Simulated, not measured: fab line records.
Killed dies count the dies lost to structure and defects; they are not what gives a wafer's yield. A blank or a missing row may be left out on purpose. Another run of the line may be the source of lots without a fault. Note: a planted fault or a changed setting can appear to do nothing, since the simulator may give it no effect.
fab line records	flow n5-finfet
record lots=7	wafers=39
route steps=1938 shown WELL_APT@26 FIN_SAQP@138 SPACER0@260 GATE_CUT@510 BEOL_M0_SAQP@652 BEOL_M1@814 BEOL_M4@1086 BEOL_M6@1239 BEOL_M8@1336 BEOL_M9@1443 BEOL_M11@1554 MIM_BOT@1833 PASSIVATION@1910
start-h: start of the lot's first displayed wafer, in hours after the record's first day	wait-h: hours since the lot's step before	" same as the row above	L1.1+2: one row covering several wafers at once	- no value, or no start given	* or withheld: withheld	< > ~ a bound
route shown NAME@n: a module of which the file shows steps, and the number in the route of the first	usual: mean and standard deviation over wafers with no fault	same: alike in all rows	chamber/n: place in a boat	sites: per-site readings	_std_site: standard deviation of those values	_edge_site: mean of outer sites minus mean of inner sites	radius-mm: for every site, how far away it sits from the centre of the wafer	mask NAME#n: copy n	behind: the last tool/chamber to shape the wafer	hold: why the lot went on hold/how many hours it stayed there/how the hold came to an end	device: the n, p or np transistor that did not switch	end of line: the tests these same wafers got at the end of their route	a step without rows: its recipe alone	killed: not the wafer's yield, but the dies lost to structure and defects at the first sort	map: per-die view of a wafer (x killed, . not killed, _ where there is no die)
set.NAME: setting as actually run; set.NAME@STEP: the setting as run at that earlier step	model.NAME: the simulator's own value behind a step, which no gauge read
lots run with intentionally changed settings; tables by step, rows by wafer
## steps
# step N5_WELL_APT_DEVELOP_07
# recipe develop-time-s=45	rinse-liquid=surfactant-rinse	dry=air-spin	dev-temp-c=21
# step N5_FIN_SAQP_SPACER2_ALD_28
# recipe material=SiO2	target-thk-a=81	temp-c=300	ald-precursor-family=BDEAS	ald-co-reactant=O2-plasma	pulse-time-s=1	purge-time-s=2	co-reactant-purge-time-s=2	pressure-torr=2
# step N5_SPACER0_ALD_08
# recipe material=SiNx	target-thk-a=20	temp-c=400	ald-precursor-family=SiH2I2	ald-co-reactant=N2/H2-plasma	pressure-torr=2
# step N5_GATE_CUT_ALD_22
# recipe material=SiNx	target-thk-a=160	temp-c=400	ald-precursor-family=SiH2I2	ald-co-reactant=N2/H2-plasma	pulse-time-s=1	ald-cycles=320	purge-time-s=2	co-reactant-purge-time-s=2	pressure-torr=2
# step N5_BEOL_M0_SAQP_DESCUM_19
# recipe chemistry=O2	time-s=7.9	source-power-w=50	bias-power-w=20	pressure-mtorr=20	rf-frequency-hz=2.712e+07	temp-c=40	resist=CAR-ArF	o2-flow-sccm=225
# step N5_BEOL_M1_SPUTTER_48
# recipe material=Cu	target-thk-a=45	temp-c=-20	chamber-pressure-pa=0.07	power-w=withheld	time-s=8.29
# step N5_BEOL_M4_SPUTTER_79
# step N5_BEOL_M6_TRENCH_ETCH_37
# recipe chemistry=C4F6/O2	target-depth-a=944.35	target=SiCOH_lowk	time-s=31.5	ion-energy-ev=250	pressure-mtorr=30	source-w=345	bias-w=185	Ar_flow_sccm=300	C4F6_flow_sccm=10	O2_flow_sccm=10
# step N5_BEOL_M8_HM_DEP_02
# recipe material=TiN	target-thk-a=200	temp-c=25	chamber-pressure-pa=0.49996
# step N5_BEOL_M9_VIA_ETCH_34
# recipe chemistry=C4F6/O2	target=SiCOH_lowk	target-depth-a=1824	mask-material=SOC	taper-deg=4	time-s=68.4	ion-energy-ev=250	pressure-mtorr=30	source-w=345	bias-w=185	Ar_flow_sccm=300	C4F6_flow_sccm=10	O2_flow_sccm=10
# step N5_BEOL_M11_ETCH_62
# recipe chemistry=N2/H2	target=SOC	target-depth-a=1100	overetch-a=220	mask-material=SiARC	temp-c=40	time-s=165	ion-energy-ev=200	pressure-mtorr=30	source-w=840	bias-w=150	n2-flow-sccm=200	h2-flow-sccm=200
# step N5_MIM_BOT_SPUTTER_00
# recipe material=TiN	target-thk-a=350	temp-c=200	power-w=3000	chamber-pressure-pa=0.49996	gas=Ar	reactive-partial-pa=0.37997	time-s=89.7
# step N5_PASSIVATION_ETCH_59
# recipe chemistry=Cl2/BCl3	target=TaN	target-depth-a=650	time-s=34.9	ion-energy-ev=100	pressure-mtorr=10	icp-w=900	bias-w=100	Cl2_flow_sccm=60	bcl3-flow-sccm=30
# step N5_PASSIVATION_PROBE_49
# usual killed-at-other=3.7/2.2
lot.wafer	tool	chamber	start-h	wait-h	set.develop-time-s@WELL_APT_DEVELOP_07	set.target-thk-a@FIN_SAQP_SPACER2_ALD_28	set.target-thk-a@SPACER0_ALD_08	set.ald-cycles@GATE_CUT_ALD_22	set.time-s@BEOL_M0_SAQP_DESCUM_19	set.time-s@BEOL_M1_SPUTTER_48	set.time-s@BEOL_M4_SPUTTER_79	set.time-s@BEOL_M6_TRENCH_ETCH_37	set.target-thk-a@BEOL_M8_HM_DEP_02	set.target-depth-a@BEOL_M9_VIA_ETCH_34	set.time-s@BEOL_M11_ETCH_62	set.target-thk-a@MIM_BOT_SPUTTER_00	set.time-s@PASSIVATION_ETCH_59	killed-at-other
L075.1	prober-02	-	286.73	0.0	45	81	29.55	320	7.9	8.29	8.29	31.5	245.8	1824	165	350	44.56	5
L075.2	prober-02	-	286.78	0.1	45	81	20	501	7.9	8.29	8.29	31.5	245.8	2448	237.9	350	34.9	1
L075.3	prober-02	-	286.83	0.1	45	81	29.55	501	12.04	8.29	8.29	31.5	245.8	2448	165	350	44.56	2
L075.4	prober-02	-	286.88	0.2	56.27	81	20	501	7.9	8.29	8.29	31.5	200	1824	165	350	34.9	5
L075.5	prober-02	-	286.93	0.2	56.27	81	20	320	12.04	8.29	8.29	31.5	200	1824	237.9	350	34.9	4
L075.6	prober-02	-	286.98	0.3	56.27	81	29.55	320	12.04	8.29	8.29	31.5	200	2448	237.9	350	44.56	5
L085.1	prober-02	-	350.42	0.0	45	101.1	26.18	320	7.9	8.29	8.29	31.5	130	1824	165	350	34.9	1
L085.2	prober-02	-	350.47	0.1	45	81	20	320	7.9	8.29	8.29	31.5	200	1824	165	216.6	42.99	2
L085.3	prober-02	-	350.52	0.1	45	101.1	26.18	320	10.08	8.29	8.29	42	130	1824	165	216.6	42.99	2
L085.4	prober-02	-	350.57	0.2	45	81	20	320	10.08	8.29	8.29	31.5	130	1824	212.6	216.6	34.9	4
L085.5	prober-02	-	350.62	0.2	45	101.1	20	320	10.08	8.29	8.29	42	200	1824	212.6	350	34.9	1
L085.6	prober-02	-	350.67	0.3	45	81	26.18	320	7.9	8.29	8.29	42	200	1824	212.6	350	42.99	4
L092.1	prober-02	-	377.61	0.0	45	81	20	320	7.9	8.29	8.29	31.5	200	1824	165	350	34.9	4
L092.4	prober-02	-	377.76	0.2	45	81	20	320	7.9	8.29	8.29	31.5	200	1824	165	350	34.9	3
L092.5	prober-02	-	377.81	0.2	45	81	20	320	7.9	8.29	8.29	31.5	200	1824	165	350	34.9	5
L091.1	prober-01	-	377.95	0.0	45	102	20	320	7.9	4.9	10.29	13.9	200	1824	122.2	152.3	34.9	4
L091.2	prober-01	-	378.00	0.1	45	102	20	320	7.9	8.29	8.29	31.5	200	1824	165	152.3	15.2	1094
L091.3	prober-01	-	378.05	0.1	29.51	102	20	320	3.318	4.9	8.29	31.5	200	1824	122.2	350	34.9	9
L091.4	prober-01	-	378.10	0.2	29.51	81	20	320	7.9	4.9	10.29	13.9	85.16	1824	165	350	34.9	4
L091.5	prober-01	-	378.15	0.2	29.51	81	20	320	3.318	8.29	8.29	13.9	85.16	1824	122.2	350	15.2	5
L091.6	prober-01	-	378.20	0.3	45	81	20	320	3.318	8.29	10.29	31.5	85.16	1824	165	152.3	15.2	1099
L094.1	prober-02	-	412.42	0.0	45	128.2	20	260	7.9	4.604	10.88	19.77	200	1824	165	350	40.74	3
L094.2	prober-02	-	412.47	0.1	22.79	128.2	20	320	7.9	8.29	8.29	31.5	278.3	1363	165	350	34.9	3
L094.3	prober-02	-	412.52	0.1	22.79	128.2	20	260	5.565	8.29	8.29	31.5	200	1824	245.4	350	34.9	2
L094.4	prober-02	-	412.57	0.2	22.79	81	20	320	7.9	4.604	10.88	31.5	278.3	1824	165	350	40.74	4
L094.5	prober-02	-	412.62	0.2	45	81	20	320	5.565	8.29	10.88	19.77	200	1363	245.4	350	34.9	3
L094.6	prober-02	-	412.67	0.3	45	81	20	260	5.565	4.604	8.29	19.77	278.3	1363	245.4	350	40.74	4
L095.1	prober-01	-	413.40	0.0	45	37	31.29	320	11.32	12.8	8.29	31.5	200	1824	235.2	152.6	34.9	1
L095.2	prober-01	-	413.45	0.1	45	37	20	221	7.9	8.29	8.29	31.5	317.7	2306	165	350	51.75	1
L095.3	prober-01	-	413.50	0.1	45	81	31.29	221	11.32	12.8	8.29	25.38	317.7	2306	235.2	152.6	51.75	0
L095.4	prober-01	-	413.55	0.2	45	81	31.29	320	7.9	8.29	8.29	25.38	317.7	1824	235.2	350	34.9	0
L095.5	prober-01	-	413.60	0.2	45	37	20	221	11.32	8.29	8.29	31.5	200	1824	165	152.6	51.75	3
L095.6	prober-01	-	413.65	0.3	45	81	20	320	7.9	12.8	8.29	25.38	200	2306	165	350	34.9	0
L096.1	prober-02	-	415.37	0.0	52.07	81	15.72	320	7.9	11.25	8.29	31.5	105.4	1824	165	350	15.03	1102
L096.2	prober-02	-	415.42	0.1	45	115.1	20	320	7.9	8.29	13.23	31.5	105.4	1824	165	228.2	34.9	2
L096.3	prober-02	-	415.47	0.1	52.07	81	20	470	11.59	11.25	8.29	31.5	105.4	1824	165	228.2	34.9	5
L096.4	prober-02	-	415.52	0.2	52.07	115.1	15.72	470	11.59	8.29	13.23	31.5	200	1824	165	350	34.9	2
L096.5	prober-02	-	415.57	0.2	45	115.1	15.72	320	11.59	11.25	13.23	31.5	200	1824	165	350	15.03	1074
L096.6	prober-02	-	415.62	0.3	45	81	20	470	7.9	8.29	8.29	31.5	200	1824	165	228.2	15.03	1080
# killed by level:class
L075.1 STI_FIN_REVEAL:geometric-particle:open=20 MOL_CONTACT_COAG:geometric-particle:open=12 BEOL_M0_SAQP:geometric-particle:short=10 FIN_SAQP:geometric-particle:short=7 BEOL_M1:geometric-particle:open=7 BEOL_M2:geometric-particle:open=7 FIN_SAQP:geometric-particle:open=5 BEOL_M3:geometric-particle:open=5
L075.2 FIN_SAQP:geometric-particle:open=21 FIN_SAQP:geometric-particle:short=18 STI_FIN_REVEAL:geometric-particle:open=16 BEOL_M0_SAQP:geometric-particle:short=11 BEOL_M2:geometric-particle:open=9 DUMMY_GATE:geometric-particle:open=9 MOL_CONTACT_COAG:geometric-particle:open=8 BEOL_M0_SAQP:geometric-particle:open=8
L075.3 STI_FIN_REVEAL:geometric-particle:open=16 MOL_CONTACT_COAG:geometric-particle:open=13 FIN_SAQP:geometric-particle:open=11 FIN_SAQP:geometric-particle:short=9 BEOL_M2:geometric-particle:open=7 BEOL_M0_SAQP:geometric-particle:open=7 BEOL_M0_SAQP:geometric-particle:short=4 BEOL_M4:geometric-particle:open=4
L075.4 BEOL_M2:geometric-particle:open=13 FIN_SAQP:geometric-particle:open=11 MOL_CONTACT_COAG:geometric-particle:open=10 BEOL_M0_SAQP:geometric-particle:open=9 BEOL_M4:geometric-particle:open=8 FIN_SAQP:geometric-particle:short=7 STI_FIN_REVEAL:geometric-particle:open=7 DUMMY_GATE:geometric-particle:open=5
L075.5 MOL_CONTACT_COAG:geometric-particle:open=20 STI_FIN_REVEAL:geometric-particle:open=16 FIN_SAQP:geometric-particle:short=13 FIN_SAQP:geometric-particle:open=11 MOL_CONTACT_COAG:geometric-particle:short=7 DUMMY_GATE:geometric-particle:open=6 GATE_CUT:geometric-particle:short=3 BEOL_M0_SAQP:geometric-particle:open=3
L075.6 FIN_SAQP:geometric-particle:open=12 MOL_CONTACT_COAG:geometric-particle:open=11 STI_FIN_REVEAL:geometric-particle:open=9 FIN_SAQP:geometric-particle:short=8 GATE_CUT:geometric-particle:short=8 STI_FIN_REVEAL:geometric-particle:short=6 BEOL_M1:geometric-particle:open=6 BEOL_M2:geometric-particle:open=5
L085.1 MOL_CONTACT_COAG:geometric-particle:open=12 BEOL_M0_SAQP:geometric-particle:short=7 BEOL_M1:geometric-particle:open=6 BEOL_M0:geometric-particle:open=5 BEOL_M3:geometric-particle:open=5 FIN_SAQP:geometric-particle:open=4 STI_FIN_REVEAL:geometric-particle:open=4 FIN_SAQP:geometric-particle:short=3
L085.2 BEOL_M2:geometric-particle:open=15 MOL_CONTACT_COAG:geometric-particle:open=9 BEOL_M0_SAQP:geometric-particle:short=8 BEOL_M1:geometric-particle:open=8 BEOL_M0_SAQP:geometric-particle:open=7 BEOL_M3:geometric-particle:open=7 GATE_CUT:geometric-particle:short=5 FIN_SAQP:geometric-particle:open=4
L085.3 BEOL_M4:geometric-particle:open=11 MOL_CONTACT_COAG:geometric-particle:open=10 FIN_SAQP:geometric-particle:open=9 BEOL_M0:geometric-particle:open=9 BEOL_M0_SAQP:geometric-particle:open=8 BEOL_M0_SAQP:geometric-particle:short=6 BEOL_M2:geometric-particle:open=6 BEOL_M1:geometric-particle:open=6
L085.4 MOL_CONTACT_COAG:geometric-particle:open=16 FIN_SAQP:geometric-particle:open=14 BEOL_M2:geometric-particle:open=11 FIN_SAQP:geometric-particle:short=9 BEOL_M0_SAQP:geometric-particle:open=9 BEOL_M4:geometric-particle:open=9 BEOL_M3:geometric-particle:open=5 MOL_CONTACT_COAG:geometric-particle:short=3
L085.5 FIN_SAQP:geometric-particle:open=9 BEOL_M0_SAQP:geometric-particle:short=9 FIN_SAQP:geometric-particle:short=8 BEOL_M0_SAQP:geometric-particle:open=8 MOL_CONTACT_COAG:geometric-particle:open=7 BEOL_M1:geometric-particle:open=5 MOL_CONTACT_COAG:geometric-particle:short=3 BEOL_M3:geometric-particle:open=3
L085.6 MOL_CONTACT_COAG:geometric-particle:open=24 BEOL_M0_SAQP:geometric-particle:open=8 BEOL_M0:geometric-particle:open=8 BEOL_M2:geometric-particle:open=7 FIN_SAQP:geometric-particle:open=5 BEOL_M0_SAQP:geometric-particle:short=4 BEOL_M4:geometric-particle:open=4 BEOL_M2:geometric-particle:short=3
L092.1 BEOL_M0_SAQP:geometric-particle:short=14 MOL_CONTACT_COAG:geometric-particle:open=9 BEOL_M2:geometric-particle:open=9 FIN_SAQP:geometric-particle:short=8 GATE_CUT:geometric-particle:short=8 BEOL_M0_SAQP:geometric-particle:open=7 BEOL_M1:geometric-particle:open=7 BEOL_M3:geometric-particle:open=6
L092.4 FIN_SAQP:geometric-particle:short=10 MOL_CONTACT_COAG:geometric-particle:open=10 BEOL_M0_SAQP:geometric-particle:short=9 BEOL_M2:geometric-particle:open=8 DUMMY_GATE:geometric-particle:open=6 BEOL_M1:geometric-particle:open=5 FIN_SAQP:geometric-particle:open=4 BEOL_M0_SAQP:geometric-particle:open=4
L092.5 MOL_CONTACT_COAG:geometric-particle:open=8 BEOL_M0_SAQP:geometric-particle:short=8 STI_FIN_REVEAL:geometric-particle:open=7 FIN_SAQP:geometric-particle:open=6 BEOL_M2:geometric-particle:open=6 FIN_SAQP:geometric-particle:short=5 DUMMY_GATE:geometric-particle:open=5 BEOL_M0_SAQP:geometric-particle:open=5
L091.1 BEOL_M6:area-ecd=1110 BEOL_M2:geometric-particle:open=6 STI_FIN_REVEAL:geometric-particle:open=5 STARTING-WAFER:geometric-particle:short=5 BEOL_M1:geometric-particle:open=4 FIN_SAQP:geometric-particle:open=3 MOL_CONTACT_COAG:geometric-particle:open=3 BEOL_M0_SAQP:geometric-particle:short=3
L091.2 PASSIVATION:area-etch=1090 FIN_SAQP:geometric-particle:short=11 BEOL_M3:geometric-particle:open=11 BEOL_M4:geometric-particle:open=9 FIN_SAQP:geometric-particle:open=6 MOL_CONTACT_COAG:geometric-particle:open=6 STI_FIN_REVEAL:geometric-particle:open=5 BEOL_M0_SAQP:geometric-particle:open=5
L091.3 BEOL_M11:area-etch=71 MOL_CONTACT_COAG:geometric-particle:open=14 MOL_CONTACT_COAG:geometric-particle:short=4 FIN_SAQP:geometric-particle:open=3 BEOL_M3:geometric-particle:open=3 ILD0:geometric-particle:short=3 BEOL_M5:coat-microbubble-printed=3 BEOL_M4:geometric-particle:open=3
L091.4 BEOL_M6:area-ecd=1115 FIN_SAQP:geometric-particle:short=7 STI_FIN_REVEAL:geometric-particle:open=7 BEOL_M0_SAQP:geometric-particle:open=7 BEOL_M1:geometric-particle:open=6 BEOL_M4:geometric-particle:open=6 MOL_CONTACT_COAG:geometric-particle:open=5 BEOL_M3:geometric-particle:open=5
L091.5 BEOL_M6:area-ecd=1114 BEOL_M3:geometric-particle:open=10 BEOL_M0_SAQP:geometric-particle:open=7 BEOL_M2:geometric-particle:open=7 STI_FIN_REVEAL:geometric-particle:short=5 STI_FIN_REVEAL:geometric-particle:open=4 MOL_CONTACT_COAG:geometric-particle:open=4 BEOL_M5:geometric-particle:open=4
L091.6 PASSIVATION:area-etch=1097 BEOL_M4:geometric-particle:open=15 MOL_CONTACT_COAG:geometric-particle:open=9 GATE_CUT:geometric-particle:short=8 STI_FIN_REVEAL:geometric-particle:open=7 BEOL_M3:geometric-particle:open=6 BEOL_M4:geometric-particle:short=4 STARTING-WAFER:geometric-particle:open=4
L094.1 BEOL_M6:area-ecd=53 STI_FIN_REVEAL:geometric-particle:open=15 BEOL_M4:geometric-particle:open=13 MOL_CONTACT_COAG:geometric-particle:open=11 DUMMY_GATE:geometric-particle:open=9 BEOL_M1:geometric-particle:open=6 FIN_SAQP:geometric-particle:open=4 BEOL_M0_SAQP:geometric-particle:open=4
L094.2 BEOL_M9:area-etch=733 BEOL_M8:area-open=131 FIN_SAQP:geometric-particle:short=15 STI_FIN_REVEAL:geometric-particle:open=14 MOL_CONTACT_COAG:geometric-particle:open=11 FIN_SAQP:geometric-particle:open=10 BEOL_M1:geometric-particle:open=10 BEOL_M3:geometric-particle:open=6
L094.3 MOL_CONTACT_COAG:geometric-particle:open=14 FIN_SAQP:geometric-particle:short=10 BEOL_M1:geometric-particle:open=9 STI_FIN_REVEAL:geometric-particle:open=8 BEOL_M0_SAQP:geometric-particle:short=8 BEOL_M3:geometric-particle:open=8 FIN_SAQP:geometric-particle:open=7 DUMMY_GATE:geometric-particle:open=7
L094.4 BEOL_M8:area-open=235 MOL_CONTACT_COAG:geometric-particle:open=12 FIN_SAQP:geometric-particle:short=10 BEOL_M0_SAQP:geometric-particle:open=9 STI_FIN_REVEAL:geometric-particle:open=7 BEOL_M2:geometric-particle:open=7 DUMMY_GATE:geometric-particle:open=6 SPACER0:geometric-particle:open=6
L094.5 BEOL_M9:area-etch=1064 STI_FIN_REVEAL:geometric-particle:open=16 MOL_CONTACT_COAG:geometric-particle:open=16 BEOL_M3:geometric-particle:open=8 GATE_CUT:geometric-particle:open=5 BEOL_M2:geometric-particle:open=5 BEOL_M0_SAQP:geometric-particle:short=5 BEOL_M0_SAQP:geometric-particle:open=5
L094.6 BEOL_M8:area-open=575 BEOL_M9:area-etch=501 STI_FIN_REVEAL:geometric-particle:open=11 MOL_CONTACT_COAG:geometric-particle:open=8 BEOL_M2:geometric-particle:open=6 BEOL_M0_SAQP:geometric-particle:short=5 BEOL_M3:geometric-particle:open=5 BEOL_M6:area-ecd=5
L095.1 FIN_SAQP:geometric-particle:open=29 MOL_CONTACT_COAG:geometric-particle:open=13 FIN_SAQP:geometric-particle:short=8 STI_FIN_REVEAL:geometric-particle:open=7 BEOL_M0_SAQP:geometric-particle:short=7 BEOL_M3:geometric-particle:open=6 BEOL_M4:geometric-particle:open=5 ILD0:geometric-particle:open=4
L095.2 BEOL_M8:area-open=1070 MOL_CONTACT_COAG:geometric-particle:open=16 FIN_SAQP:geometric-particle:open=14 BEOL_M4:geometric-particle:open=11 BEOL_M3:geometric-particle:open=8 BEOL_M2:geometric-particle:open=7 DUMMY_GATE:geometric-particle:open=5 GATE_CUT:geometric-particle:short=4
L095.3 BEOL_M8:area-open=1081 FIN_SAQP:geometric-particle:open=22 BEOL_M3:geometric-particle:open=9 FIN_SAQP:geometric-particle:short=7 BEOL_M0_SAQP:geometric-particle:open=7 BEOL_M4:geometric-particle:open=7 MOL_CONTACT_COAG:geometric-particle:open=5 BEOL_M0_SAQP:geometric-particle:short=5
L095.4 BEOL_M8:area-open=1082 FIN_SAQP:geometric-particle:open=20 BEOL_M3:geometric-particle:open=14 MOL_CONTACT_COAG:geometric-particle:open=9 STI_FIN_REVEAL:geometric-particle:open=6 FIN_SAQP:geometric-particle:short=5 BEOL_M1:geometric-particle:open=5 BEOL_M3:geometric-particle:short=5
L095.5 MOL_CONTACT_COAG:geometric-particle:open=21 FIN_SAQP:geometric-particle:open=17 BEOL_M3:geometric-particle:open=11 BEOL_M2:geometric-particle:open=8 BEOL_M4:geometric-particle:open=6 FIN_SAQP:geometric-particle:short=5 SPACER0:geometric-particle:open=4 MOL_CONTACT_COAG:geometric-particle:short=4
L095.6 BEOL_M0_SAQP:geometric-particle:short=10 FIN_SAQP:geometric-particle:open=8 MOL_CONTACT_COAG:geometric-particle:open=8 BEOL_M3:geometric-particle:open=7 FIN_SAQP:geometric-particle:short=5 STARTING-WAFER:geometric-particle:short=5 STI_FIN_REVEAL:geometric-particle:open=4 MOL_CONTACT_COAG:geometric-particle:short=4
L096.1 PASSIVATION:area-etch=1098 BEOL_M4:geometric-particle:open=12 STI_FIN_REVEAL:geometric-particle:open=7 BEOL_M0_SAQP:geometric-particle:open=6 BEOL_M0_SAQP:geometric-particle:short=5 BEOL_M1:geometric-particle:open=5 FIN_SAQP:geometric-particle:open=4 DUMMY_GATE:geometric-particle:open=4
L096.2 FIN_SAQP:geometric-particle:open=19 BEOL_M4:geometric-particle:open=10 FIN_SAQP:geometric-particle:short=8 BEOL_M3:geometric-particle:open=7 MOL_CONTACT_COAG:geometric-particle:open=6 HKMG_FIN:area-etch=5 STI_FIN_REVEAL:geometric-particle:open=4 BEOL_M2:geometric-particle:open=4
L096.3 MOL_CONTACT_COAG:geometric-particle:open=13 BEOL_M3:geometric-particle:open=8 GATE_CUT:geometric-particle:short=8 BEOL_M0_SAQP:geometric-particle:open=8 BEOL_M4:geometric-particle:open=8 BEOL_M0_SAQP:geometric-particle:short=7 STI_FIN_REVEAL:geometric-particle:open=6 BEOL_M1:geometric-particle:open=5
L096.4 STI_FIN_REVEAL:geometric-particle:open=29 DUMMY_GATE:geometric-particle:open=6 MOL_CONTACT_COAG:geometric-particle:open=6 BEOL_M1:geometric-particle:open=5 BEOL_M3:geometric-particle:open=5 BEOL_M3:geometric-particle:short=5 BEOL_M4:geometric-particle:open=5 STARTING-WAFER:geometric-particle:short=5
L096.5 PASSIVATION:area-etch=1067 BEOL_M4:geometric-particle:open=16 STI_FIN_REVEAL:geometric-particle:open=14 MOL_CONTACT_COAG:geometric-particle:open=10 FIN_SAQP:geometric-particle:open=9 GATE_CUT:geometric-particle:short=9 BEOL_M1:geometric-particle:open=9 BEOL_M0_SAQP:geometric-particle:short=7
L096.6 PASSIVATION:area-etch=1073 STI_FIN_REVEAL:geometric-particle:open=19 BEOL_M4:geometric-particle:open=11 MOL_CONTACT_COAG:geometric-particle:open=11 DUMMY_GATE:geometric-particle:open=7 MOL_CONTACT_COAG:geometric-particle:short=7 BEOL_M3:geometric-particle:open=7 BEOL_M5:geometric-particle:open=5
## key
split step=N5_WELL_APT_DEVELOP_07	setting=develop-time-s	stated-as=45
response none clear
split step=N5_FIN_SAQP_SPACER2_ALD_28	setting=target-thk-a	stated-as=81
response none clear
split step=N5_SPACER0_ALD_08	setting=target-thk-a	stated-as=20
response none clear
split step=N5_GATE_CUT_ALD_22	setting=ald-cycles	stated-as=320
response none clear
split step=N5_BEOL_M0_SAQP_DESCUM_19	setting=time-s	stated-as=7.9
response none clear
split step=N5_BEOL_M1_SPUTTER_48	setting=time-s	stated-as=8.29
response none clear
split step=N5_BEOL_M4_SPUTTER_79	setting=time-s	stated-as=8.29
response none clear
split step=N5_BEOL_M6_TRENCH_ETCH_37	setting=time-s	stated-as=31.5
response none clear
split step=N5_BEOL_M8_HM_DEP_02	setting=target-thk-a	stated-as=200
response none clear
split step=N5_BEOL_M9_VIA_ETCH_34	setting=target-depth-a	stated-as=1824
response none clear
split step=N5_BEOL_M11_ETCH_62	setting=time-s	stated-as=165
response none clear
split step=N5_MIM_BOT_SPUTTER_00	setting=target-thk-a	stated-as=350
response none clear
split step=N5_PASSIVATION_ETCH_59	setting=time-s	stated-as=34.9
response step=N5_PASSIVATION_PROBE_49	reading=killed-at-other	slope=-12.7	per=1%	together-with=all	explained=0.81
